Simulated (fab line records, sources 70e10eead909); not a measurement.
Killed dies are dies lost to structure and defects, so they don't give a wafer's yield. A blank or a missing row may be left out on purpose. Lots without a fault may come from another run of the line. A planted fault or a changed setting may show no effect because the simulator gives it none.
fab line records | flow nand_harc
record lots=13 wafers=39 last_day=32
route steps=1302 shown A_M0@1150 A_M1@1169 END@1302
lots that met no fault: from a run of the same line without faults
start_h: hours from the record's first day to the start of the lot's first wafer shown | wait_h: hours since the lot's step before | " the same as in the row above | L1.1+2: a row that stands for several wafers | - no value, or no start given | * or withheld: withheld | < > ~ a bound
route shown NAME@n: a module of which the file shows steps, and the number in the route of the first | usual: mean/standard deviation of fault-free wafers | same: alike in all rows | chamber/n: place in a boat | sites: the reading at each site | _std_site: their standard deviation | _edge_site: outer sites' mean less inner sites' | radius_mm: how far each site lies from the wafer's centre | mask NAME#n: copy n | behind: the tool/chamber that last shaped the wafer | hold: why the lot was held/for how many hours/how that ended | device: the transistor (n, p or np) that didn't switch | end of line: the same wafers' tests at the end of the route | a step without rows: its recipe alone | killed: dies lost to structure and defects at the first sort, not the wafer's yield | map: a wafer's dies, x killed, . not, _ none there
set.NAME: the setting as run; set.NAME@STEP: as run at that earlier step | model.NAME: the simulator's own value behind a step, which no gauge read
steps of the route over a sample of lots; a table a step, a row a wafer
services: from which hour (start_h, from the record's first day; less than 0 if before it) a tool's chamber was out of use, for how many hours, and why
## steps
# step NHARC_A_M0_DESCUM_14
# recipe time_s=3 o2_flow_sccm=200 ar_flow_sccm=0 bias_power_w=0 chemistry=O2
# usual drypump_motor_current_A=5.76/0.25 oes_product_au=0.999/0.01 rf_vpp_V=57.9/0.82 showerhead_plenum_p_Torr=1.95/0.069 throttle_valve_pct=11.312/0.0087
# columns lot.wafer tool chamber start_h wait_h drypump_motor_current_A oes_product_au rf_hours_counter_h rf_vpp_V showerhead_plenum_p_Torr throttle_valve_pct
L252.1 rie_diel-08 3 544.05 0.1 5.93 0.994 8.8 58.2 1.94 11.320
L252.2 " 1 " " 5.57 0.988 8.4 57.7 1.91 11.319
L252.5 " 0 " " 5.69 0.992 - 57.9 1.98 11.308
L256.2 rie_diel-13 1 572.09 0.1 5.71 1.002 1.9 56.6 1.89 11.320
L256.3 " 2 " " 5.41 0.992 2.1 57.9 2.05 11.303
L256.6 " 0 " " 5.23 1.005 - 58.7 1.95 11.312
L259.1 rie_diel-08 1 597.14 0.1 5.55 0.980 2.6 58.1 1.91 11.328
L259.2 " 3 " " 5.90 0.988 2.9 57.0 1.94 11.321
L259.4 " 0 " " 5.70 1.011 3.1 57.7 1.98 11.324
L261.3 rie_diel-08 0 613.86 0.1 5.68 1.001 3.9 58.4 1.98 11.320
L261.6 " 0 " " 5.68 1.002 - 58.9 1.98 11.310
L261.5 " 1 " " 5.55 0.979 - 57.2 1.91 11.315
L260.3 rie_diel-08 3 617.37 0.1 5.91 0.990 3.8 57.3 1.94 11.318
L260.2 " 1 " " 5.55 0.974 3.6 59.1 1.91 11.327
L260.5 " 3 " " 5.93 0.991 - 56.8 1.94 11.323
L263.3 rie_diel-08 2 637.60 0.1 5.94 1.005 3.3 57.2 2.05 11.293
L263.1 " 0 " " 5.68 1.012 4.7 58.9 1.98 11.318
L263.6 " 1 " " 5.54 0.974 - 57.8 1.91 11.309
L264.2 rie_diel-02 2 644.79 0.1 5.88 1.019 1.7 57.7 1.83 11.312
L264.3 " 3 " " 5.79 0.998 1.8 58.4 1.95 11.297
L264.5 " 3 " " 5.80 0.995 - 58.6 1.95 11.314
L265.2 rie_diel-08 1 650.26 0.1 5.55 0.988 5.2 58.4 1.91 11.300
L265.3 " 2 " " 5.94 1.002 4.0 56.9 2.05 11.323
L265.6 " 0 " " 5.66 1.017 - 58.2 1.98 11.325
L266.4 rie_diel-08 3 658.10 0.1 5.95 0.984 5.8 56.8 1.94 11.313
L266.2 " 1 " " 5.53 0.989 5.6 56.6 1.91 11.316
L266.3 " 2 " " 5.93 1.001 4.6 58.9 2.05 11.334
L267.3 rie_diel-02 1 671.04 0.1 5.58 0.996 3.2 58.0 1.98 11.300
L267.4 " 0 " " 5.80 1.008 2.8 57.2 2.02 11.314
L267.5 " 2 " " 5.88 1.000 - 55.6 1.83 11.302
L268.2 rie_diel-02 1 687.78 0.1 5.60 0.991 3.4 57.6 1.98 11.316
L268.5 " 3 " " 5.78 1.003 - 59.6 1.95 11.322
L268.6 " 0 " " 5.79 1.012 - 58.1 2.02 11.317
L269.4 rie_diel-08 0 703.18 0.1 5.68 1.002 7.7 58.0 1.97 11.309
L269.1 " 2 " " 5.95 1.011 6.4 60.1 2.05 11.309
L269.5 " 1 " " 5.55 0.983 - 58.1 1.91 11.308
L270.1 rie_diel-13 1 722.86 0.1 5.74 1.002 0.8 57.8 1.89 11.313
L270.5 " 2 " " 5.42 1.003 - 57.4 2.05 11.308
L270.6 " 3 " " 6.43 1.009 - 58.6 1.82 11.308
# step NHARC_A_M0_DEGAS_28
# recipe temp_c=250 time_s=60
# usual heater_power_w=353/37
# columns lot.wafer tool chamber start_h wait_h heater_power_w
L252.2 pvd_sputter-03 - 544.97 - 290
L252.1 " - " " 295
L252.5 " - " " 370
L256.3 pvd_sputter-03 - 573.05 - 360
L256.2 " - " " 360
L256.6 " - " " 370
L259.1 pvd_sputter-02 - 598.05 - 356
L259.4 " - " " 404
L259.2 " - " " 349
L261.3 pvd_sputter-02 - 614.80 - 406
L261.5 " - " " 352
L261.6 " - " " 360
L260.3 pvd_sputter-03 - 618.30 - 373
L260.2 " - " " 296
L260.5 " - " " 287
L263.1 pvd_sputter-03 - 638.51 - 356
L263.3 " - " " 278
L263.6 " - " " 285
L264.2 pvd_sputter-03 - 645.72 - 299
L264.3 " - " " 278
L264.5 " - " " 288
L265.3 pvd_sputter-03 - 651.17 - 287
L265.2 " - " " 356
L265.6 " - " " 290
L266.2 pvd_sputter-02 - 659.01 - 355
L266.4 " - " " 396
L266.3 " - " " 360
L267.4 pvd_sputter-03 - 671.96 - 296
L267.3 " - " " 365
L267.5 " - " " 290
L268.2 pvd_sputter-01 - 688.70 - 382
L268.6 " - " " 352
L268.5 " - " " 379
L269.1 pvd_sputter-01 - 704.10 - 366
L269.4 " - " " 381
L269.5 " - " " 380
L270.1 pvd_sputter-03 - 723.77 - 334
L270.5 " - " " 303
L270.6 " - " " 338
# step NHARC_A_M0_INSPECT_27
# usual raw_defect_count=576/150
# columns lot.wafer tool chamber start_h wait_h raw_defect_count
L252.1 defect_inspect-02 - 546.52 0.0 453
L252.2 " - " " 583
L252.5 " - " " 492
L256.2 defect_inspect-02 - 574.89 0.0 549
L256.3 " - " " 622
L256.6 " - " " 502
L259.1 defect_inspect-01 - 599.60 0.0 605
L259.2 " - " " 682
L259.4 " - " " 741
L261.3 defect_inspect-01 - 616.33 0.0 505
L261.5 " - " " 474
L261.6 " - " " 505
L260.2 defect_inspect-01 - 619.85 0.0 445
L260.3 " - " " 740
L260.5 " - " " 837
L263.1 defect_inspect-01 - 640.07 0.0 875
L263.3 " - " " 882
L263.6 " - " " 968
L264.2 defect_inspect-01 - 647.29 0.0 453
L264.3 " - " " 475
L264.5 " - " " 549
L265.2 defect_inspect-01 - 652.75 0.0 695
L265.3 " - " " 566
L265.6 " - " " 728
L266.2 defect_inspect-02 - 660.56 0.0 456
L266.3 " - " " 320
L266.4 " - " " 279
L267.3 defect_inspect-01 - 673.52 0.0 631
L267.4 " - " " 598
L267.5 " - " " 399
L268.2 defect_inspect-01 - 690.24 0.0 433
L268.5 " - " " 585
L268.6 " - " " 502
L269.1 defect_inspect-01 - 705.66 0.0 610
L269.4 " - " " 568
L269.5 " - " " 560
L270.1 defect_inspect-02 - 725.32 0.0 610
L270.5 " - " " 667
L270.6 " - " " 682
# step NHARC_A_M1_DEP_00
# recipe target_thk_a=1825 target_thk_nm=182.5 temp_c=withheld pressure_torr=5 flow_sccm=200 rf_w=600 material=SiOC
# usual chamber_pressure_Torr=4.999/0.011 rf_fwd_power_W=598.7/2
# columns lot.wafer tool chamber start_h wait_h chamber_pressure_Torr rf_fwd_power_W
L252.2 pecvd-01 0 547.06 - 5.008 599.2
L252.1 " 1 " " 4.994 601.1
L252.5 " 0 " " 5.004 599.8
L256.3 pecvd-03 0 575.45 - 4.992 597.9
L256.2 " 2 " " 4.998 597.5
L256.6 " 2 " " 4.986 594.5
L259.1 pecvd-01 2 600.75 - 5.003 598.1
L259.2 " 0 " " 4.993 602.1
L259.4 " 0 " " 5.010 599.5
L261.3 pecvd-03 2 616.98 - 4.990 597.7
L261.5 " 1 " " 5.010 599.0
L261.6 " 2 " " 5.001 596.8
L260.3 pecvd-02 1 620.39 - 5.007 596.8
L260.2 " 0 " " 4.994 599.5
L260.5 " 1 " " 4.987 596.6
L263.3 pecvd-03 1 640.62 - 4.987 601.5
L263.1 " 0 " " 4.992 599.3
L263.6 " 1 " " 4.989 599.9
L264.2 pecvd-01 2 647.89 - 4.981 597.8
L264.3 " 0 " " 5.004 601.3
L264.5 " 1 " " 4.997 599.6
L265.2 pecvd-03 1 653.31 - 4.996 598.9
L265.3 " 2 " " 5.000 595.3
L265.6 " 1 " " 5.009 598.8
L266.3 pecvd-01 1 661.12 - 4.974 596.9
L266.2 " 0 " " 5.001 600.0
L266.4 " 1 " " 4.987 600.4
L267.3 pecvd-03 1 674.09 - 5.003 598.7
L267.4 " 1 " " 5.003 597.9
L267.5 " 0 " " 5.010 598.1
L268.2 pecvd-01 0 690.83 - 4.983 601.7
L268.6 " 2 " " 5.002 597.5
L268.5 " 0 " " 4.993 596.8
L269.1 pecvd-02 0 706.31 - - -
L269.5 " 1 " " - -
L269.4 " 2 " " - -
L270.1 pecvd-01 2 725.86 - - -
L270.5 " 0 " " - -
L270.6 " 1 " " - -
# step NHARC_END_SORT_01
# recipe temp_c=25
# usual killed_at_array=59/20 killed_at_other=0.8/1 killed_at_periphery=3.2/2.1 killed_dies=63/21 killed_open=3.0/1.9 killed_short=2.3/1.5
# same gross_dies=677
# columns lot.wafer tool chamber start_h wait_h killed_at_array killed_at_other killed_at_periphery killed_dies killed_open killed_short
L269.1 prober-01 0 744.17 2.5 674 0 3 677 1 6
L269.4 prober-01 0 746.59 3.4 672 0 5 677 2 3
L269.5 prober-01 0 747.39 3.7 674 2 1 677 4 2
L270.1 prober-01 0 761.88 2.5 673 2 2 677 8 1
L270.5 prober-01 0 765.07 3.7 675 0 2 677 4 2
L270.6 prober-01 0 765.87 4.0 675 0 2 677 3 2
# killed by level:class
L269.1 A_M1:area_dep=585 A_SLIT:chamber_film_flake=32 A_CHANNEL_HOLE_D2:chamber_film_flake=24 A_CHANNEL_HOLE_D1:chamber_film_flake=19 A_SGD_CUT:geometric_particle:short=3 A_CONTACT:chamber_film_flake=3 A_ZERO_WELL:chamber_film_flake=2 P_M0:geometric_particle:short=1
L269.4 A_M1:area_dep=589 A_CHANNEL_HOLE_D1:chamber_film_flake=28 A_CHANNEL_HOLE_D2:chamber_film_flake=25 A_SLIT:chamber_film_flake=21 A_CONTACT:chamber_film_flake=3 P_BONDPAD:chamber_film_flake=2 P_CONTACT:geometric_particle:short=1 P_M1:geometric_particle:open=1
L269.5 A_M1:area_dep=595 A_SLIT:chamber_film_flake=27 A_CHANNEL_HOLE_D1:chamber_film_flake=25 A_CHANNEL_HOLE_D2:chamber_film_flake=17 A_CONTACT:chamber_film_flake=4 THIN_TSV:chamber_film_flake=2 P_M0:geometric_particle:open=1 A_CHANNEL_FILL_D1:geometric_particle:short=1
L270.1 A_M1:area_dep=609 A_CHANNEL_HOLE_D2:chamber_film_flake=24 A_CHANNEL_HOLE_D1:chamber_film_flake=15 A_SLIT:chamber_film_flake=6 A_CONTACT:chamber_film_flake=6 A_BLC:chamber_film_flake=4 P_M1:geometric_particle:open=2 A_CHANNEL_FILL_D2:geometric_particle:open=2
L270.5 A_M1:area_dep=609 A_CHANNEL_HOLE_D2:chamber_film_flake=25 A_CHANNEL_HOLE_D1:chamber_film_flake=17 A_SLIT:chamber_film_flake=7 A_CONTACT:chamber_film_flake=5 A_BLC:chamber_film_flake=4 A_CHANNEL_FILL_D1:geometric_particle:open=3 A_CHANNEL_FILL_D1:geometric_particle:short=2
L270.6 A_M1:area_dep=613 A_CHANNEL_HOLE_D2:chamber_film_flake=26 A_CHANNEL_HOLE_D1:chamber_film_flake=14 A_BLC:chamber_film_flake=9 A_CHANNEL_FILL_D1:chamber_film_flake=3 A_SLIT:chamber_film_flake=3 P_CONTACT:geometric_particle:open=1 P_CONTACT:geometric_particle:short=1
## services
# columns tool chamber start_h hours kind
rie_diel-02 3 520.60 4.7 repair
pvd_sputter-03 - 526.00 10.0 pm
pecvd-03 1 535.16 18.3 repair
rie_diel-08 - 544.80 9.0 pm
pecvd-03 - 547.39 13.0 pm
rie_diel-02 - 547.66 0.2 repair
rie_diel-08 1 556.27 8.8 repair
rie_diel-08 2 560.38 10.7 repair
pvd_sputter-03 - 563.29 2.8 repair
rie_diel-02 - 571.51 9.0 pm
rie_diel-08 0 587.32 3.5 repair
pecvd-03 2 617.43 4.6 repair
rie_diel-08 0 628.13 2.9 repair
pvd_sputter-02 - 641.98 10.0 pm
rie_diel-02 - 651.56 1.4 repair
rie_diel-08 1 662.45 3.9 repair
pecvd-01 1 672.54 2.1 repair
pecvd-01 - 673.00 13.0 pm
rie_diel-08 - 678.96 0.9 repair
rie_diel-02 0 688.30 1.3 repair
pecvd-03 - 688.90 1.5 repair
pvd_sputter-03 - 704.00 10.0 pm
rie_diel-08 1 718.73 14.0 repair
rie_diel-08 - 721.80 9.0 pm
## key
first_sign step=NHARC_A_M1_DEP_00 reading=tool_record direction=missing
effect step=NHARC_END_SORT_01 reading=killed_at_array direction=up sigmas=30 usual=59 struck=674
more_kills_born_at NHARC_A_M1_DEP_00@pecvd-01=1831 NHARC_A_M1_DEP_00@pecvd-02=1769
met_at NHARC_A_M1_DEP_00
struck_lots L269,L270
later_rows_left_out L269.1,L269.4,L269.5,L270.1,L270.5,L270.6
tester_left_out L270
not_acting_at NHARC_A_M0_DESCUM_14,NHARC_A_M0_DEGAS_28,NHARC_A_M0_INSPECT_27
onset_between 690.83 706.31
earlier_fault kind=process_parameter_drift tool=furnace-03 chamber=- onset_h=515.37 steps=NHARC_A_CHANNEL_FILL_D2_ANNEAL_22 channel=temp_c offset=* shape=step acts_in=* stated=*
fault kind=skipped_step_whole tool=pecvd-01,pecvd-02 chamber=- onset_h=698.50 steps=NHARC_A_M1_DEP_00 scope=struck_lots_only
# tester_left_out: of these lots the tester's yield and bins aren't shown, on N5 and GAA mostly nor the transistor test; their killed dies are dies lost to structure and defects alone, not to doping, threshold or leakage, so they don't give the yield
# later_rows_left_out: the simulator's readings of these wafers behind a module that went badly wrong aren't trusted and aren't shown, but for the sort
